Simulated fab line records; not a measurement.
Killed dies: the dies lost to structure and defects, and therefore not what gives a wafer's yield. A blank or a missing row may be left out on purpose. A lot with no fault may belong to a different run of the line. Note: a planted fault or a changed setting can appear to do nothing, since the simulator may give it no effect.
Which tool is to blame? + flow n5_finfet + 6 lots with 16 wafers sampled at 3 steps, on a route of 1938 steps

## WHAT THE GAUGES SHOWED, per wafer
N5_BEOL_M4_RC_MEAS_101.
| lot  | measured     | on        | ION_N (uA/um) |
|------|--------------|-----------|---------------|
| L200 | day 8 16:07  | prober-01 | 665 677       |
| L214 | day 12 17:22 | prober-02 | 662 685       |
| L217 | day 12 22:08 | prober-01 | 656 667 667   |
| L219 | day 13 22:50 | prober-02 | 684 678 664   |

## WHICH TOOL RAN EACH LOT (tool, then ch and the chambers of the sampled wafers, then the start)
| lot  | N5_BEOL_M0_ETCH_128               | N5_BEOL_M0_ALD_136                  |
|------|-----------------------------------|-------------------------------------|
| L200 | rie_diel-01 ch 1,2, day 6 17:54   | ald_metal-03 ch 0,1, day 6 18:45    |
| L208 | rie_diel-05 ch 0,2,3, day 8 21:22 | ald_metal-01 ch 0,3, day 8 22:33    |
| L210 | rie_diel-04 ch 0,1,2, day 9 08:29 | ald_metal-03 ch 0,1,3, day 9 09:40  |
| L214 | rie_diel-04 ch 0,2, day 10 04:53  | ald_metal-04 ch 2,3, day 10 06:03   |
| L217 | rie_diel-04 ch 0,1, day 11 02:06  | ald_metal-03 ch 0,1,2, day 11 03:16 |
| L219 | rie_diel-04 ch 0,1, day 11 16:04  | ald_metal-04 ch 1,2,3, day 11 17:17 |
- N5_BEOL_M0_ETCH_128: etches SiCN in CF4/N2, target depth 12 nm, overetch 5.1 nm, time 21.4 s.
- N5_BEOL_M0_ALD_136: deposits TaN, pulse time 2 s, purge time 3 s, co reactant purge time 2 s.

## THE ANSWER, worked out from the rows above alone
Rule: what is usual is taken from the lots themselves. Put in order of their means at a reading, lots are off if they are a third of the lots or fewer, leave a main group of 4 or more, and stand apart from it by a gap of 3 or more times the standard deviation of the main group's means; of several such gaps the widest counts. A main group is skipped when, at the precision printed for the reading in the tables above, its means are all equal. A lot without any number at a reading at which 4 lots or more have one is off too. All remaining lots with rows at the step are treated as sound.
None of the lots is off at any reading shown; this tells nothing.

## WHAT HAD BEEN PUT IN BY THE SIMULATOR
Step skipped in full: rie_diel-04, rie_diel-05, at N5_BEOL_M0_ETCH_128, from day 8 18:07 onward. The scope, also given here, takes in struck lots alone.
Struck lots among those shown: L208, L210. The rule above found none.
